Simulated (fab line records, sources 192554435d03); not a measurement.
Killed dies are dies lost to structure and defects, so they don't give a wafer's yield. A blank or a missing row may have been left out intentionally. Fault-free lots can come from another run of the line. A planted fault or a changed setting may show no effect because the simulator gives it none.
A lot that was struck, set against a sound lot :: flow n5 finfet :: 14 steps out of a route of 1938
Sound: the wafers L793.1, L793.3, L793.5. Struck: wafers L799.1, L799.4, L799.6. The cause is named last.
For every step that has rows: the tool of each side, followed by ch and its chambers, followed by its first start. Under that, the readings that differ: sound wafers :: struck wafers :: difference of the means :: sigmas: that difference in standard deviations of wafers without a fault.
alike: same words and numbers on both sides, and readings whose means sit less than 2 such deviations apart. not compared: any withheld reading, any reading some wafer has no value for, any bound like >300 that may hide the same value, and any number with overlapping values for which the record gives no deviation.
Wherever a step has rows on one side only, a row that says differs or no value, or a row with sigmas, the two part there. Numbers that have no deviation but don't overlap get no sigmas and don't part them. A reading that every wafer of one side lacks parts them only if that side has two wafers or more.

first, 3 steps without rows for these wafers: N5_WELL_APT_PRECLEAN_36 (cleans in O3/DIW, time 45 s); N5_WELL_APT_PRECLEAN_39 (cleans in dHF, time 60 s); N5_WELL_APT_SRD_37 (time 30 s).
N5_WELL_APT_EPI_41: deposits Si from SiH4/H2, target thk 50 nm, time 297.7 s.
  sound on epi rpcvd-04 ch 0, day 3 16:29; struck on epi rpcvd-04 ch 0, day 5 04:01
  alike: throttle valve pct
N5_WELL_APT_INSPECT_38: inspects for defects (darkfield).
  sound on defect inspect-02, day 3 17:19; struck on defect inspect-02, day 5 04:52
  alike: raw defect count
N5_PMOS_HMC_CHANNEL_EPI_HM_DEP_34: deposits SiO2 from TEOS/O2, target thk 36 nm, time 6.9 s.
  sound on pecvd-04 ch 1,2, day 3 17:22; struck on pecvd-04 ch 1,2, day 5 04:55
  alike: heater power w, showerhead plenum p Torr, throttle valve pct
  not compared: since wet clean h
then, 6 steps without rows for these wafers: N5_PMOS_HMC_CHANNEL_EPI_COAT_31 (time 60 s, resist thk 66 nm); N5_PMOS_HMC_CHANNEL_EPI_COAT_03 (resist thk 205 nm); N5_PMOS_HMC_CHANNEL_EPI_EBR_05; N5_PMOS_HMC_CHANNEL_EPI_SOFTBAKE_04 (time 60 s); N5_PMOS_HMC_CHANNEL_EPI_EXPOSE_06 (exposes mask PMOS HMC BLK, target cd 240 nm); N5_PMOS_HMC_CHANNEL_EPI_PEB_07 (peb time 60 s).
N5_PMOS_HMC_CHANNEL_EPI_DEVELOP_08: develop time 30 s.
  struck on litho track-01, day 5 05:08; sound on litho track-01 ch 0, day 3 17:35
  no value came back on the struck wafers for chill plate temp C (C), develop time s (s), exhaust pa (Pa); on the sound wafers chill plate temp C (C) reads 22.94 23.18 23.05
reading: model.CAR-ArF-block_of_PMOS_HMC_CHANNEL_EPI_COAT_03.thk nm (nm)
sound: 203.3 203.4 203.3
struck: 205.4 204.9 204.6
difference: +1.6
sigmas: 
N5_PMOS_HMC_CHANNEL_EPI_CD_MEAS_09: target cd 237.4 nm.
  sound on cd sem-01 ch 0, day 3 17:38; struck on cd sem-02 ch 0, day 5 05:11
reading: cd nm (nm)
sound: 237.1 236.8 237.9
struck: - - -
difference: no value on the struck wafers
sigmas: 

WHERE THEY PART
Last at N5_PMOS_HMC_CHANNEL_EPI_CD_MEAS_09 as far as this record goes, first at N5_PMOS_HMC_CHANNEL_EPI_DEVELOP_08.

WHY: what had been put in by the simulator
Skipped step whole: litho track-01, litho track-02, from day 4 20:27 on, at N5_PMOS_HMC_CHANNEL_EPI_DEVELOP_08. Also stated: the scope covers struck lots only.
